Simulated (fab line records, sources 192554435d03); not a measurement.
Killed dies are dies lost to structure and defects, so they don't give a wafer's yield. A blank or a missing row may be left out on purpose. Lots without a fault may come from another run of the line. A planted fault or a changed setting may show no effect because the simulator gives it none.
A struck lot beside a sound one | flow n5_finfet | 18 steps out of a route of 1938
Sound: wafers L576.1, L576.4, L576.5. Struck: wafers L588.1, L588.2, L588.6. The cause comes at the end.
At each step with rows: each side's tool, then ch and its chambers, then its first start. Under that, the readings that differ: sound wafers | struck wafers | difference of the means | sigmas: that difference in standard deviations of wafers without a fault.
alike: readings whose means differ by less than 2 such deviations, and words and numbers that are the same on both sides. not compared: withheld readings, readings that some wafer has no value for, bounds like >300 that may hide the same value, and numbers for which the record gives no deviation and whose values overlap.
The two part at a step that has a row with sigmas, a row that says differs or no value, or rows on one side only. Numbers that don't overlap but have no deviation are shown without sigmas and don't part them. A reading that every wafer of one side lacks parts them only if that side has two wafers or more.

N5_BEOL_M11_THK_MEAS_53: measures by xrf.
  sound on film_metro-01, day 11 23:15; struck on film_metro-01, day 15 02:16
  alike: M11_THK
then, 1 step without rows for these wafers: N5_BEOL_M11_PRE_CLEAN_55 (time 15 s).
N5_BEOL_M11_DEP_56: deposits SiCN from 3MS/NH3, target thk 30 nm, time 10.5 s.
  sound on pecvd-04 ch 0,1, day 11 23:20; struck on pecvd-01 ch 1,2, day 15 02:20
  alike: showerhead_plenum_p_Torr, throttle_valve_pct
N5_BEOL_M11_RS_MEAS_57: measures by four-point-probe.
  sound on film_metro-02, day 11 23:25; struck on film_metro-01, day 15 02:24
  alike: M11_RS
N5_BEOL_M11_INSPECT_58: inspects for defects (darkfield).
  sound on defect_inspect-02, day 11 23:26; struck on defect_inspect-02, day 15 02:25
  alike: raw_defect_count
N5_BEOL_M12_ILD_DEP_00: deposits SiOC from DEMS/O2, target thk 658.92 nm, time 130.7 s.
  sound on pecvd-04 ch 0, day 11 23:28; struck on pecvd-02 ch 0,1,2, day 15 02:28
  alike: heater_power_w, showerhead_plenum_p_Torr, susceptor_temp_C, throttle_valve_pct
N5_BEOL_M12_THK_MEAS_01:
  sound on film_metro-01, day 11 23:39; struck on film_metro-01, day 15 02:35
  alike: M12_ILD_THK
then, 5 steps without rows for these wafers: N5_BEOL_M12_COAT_58 (time 60 s, resist thk 89 nm); N5_BEOL_M12_COAT_04 (resist thk 400 nm); N5_BEOL_M12_EBR_06; N5_BEOL_M12_SOFTBAKE_05 (time 60 s); N5_BEOL_M12_EXPOSE_07 (exposes mask V11).
N5_BEOL_M12_PEB_08: peb time 90 s.
  sound on litho_track-05 ch 0, day 11 23:58; struck on litho_track-01 ch 0, day 15 02:47
  reading                  | sound                | struck               | difference | sigmas
  heater_power_total_W (W) | 173.0 173.9 171.0    | 168.7 168.2 169.5    | -3.8       | -5
  plate_temp_C (C)         | 129.99 129.99 130.10 | 128.07 128.03 127.98 | -2.00      | -14
then, 2 steps without rows for these wafers: N5_BEOL_M12_DEVELOP_09 (develop time 45 s); N5_BEOL_M12_HARDBAKE_14 (time 120 s).
N5_BEOL_M12_CD_MEAS_10: target cd 140 nm.
  sound on cd_sem-01 ch 0, day 12 00:05; struck on cd_sem-01 ch 0, day 15 02:54
  reading    | sound             | struck            | difference | sigmas
  cd_nm (nm) | 138.1 139.0 142.0 | 132.8 132.7 131.8 | -7.3       | -4
N5_BEOL_M12_OVL_MEAS_11:
  sound on overlay-01 ch 0, day 12 00:07; struck on overlay-01 ch 0, day 15 02:56
  alike: V11_OVL
then, 1 step without rows for these wafers: N5_PASSIVATION_PROBE_49.

WHERE THEY PART
First at N5_BEOL_M12_PEB_08; last, within this record, at N5_BEOL_M12_CD_MEAS_10. Later steps at which nothing parts them and some readings are alike: N5_BEOL_M12_OVL_MEAS_11.

WHY: what the simulator had put in
Process parameter drift: litho_track-01, from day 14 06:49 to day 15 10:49, at N5_BEOL_M12_PEB_08. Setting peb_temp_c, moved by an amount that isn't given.
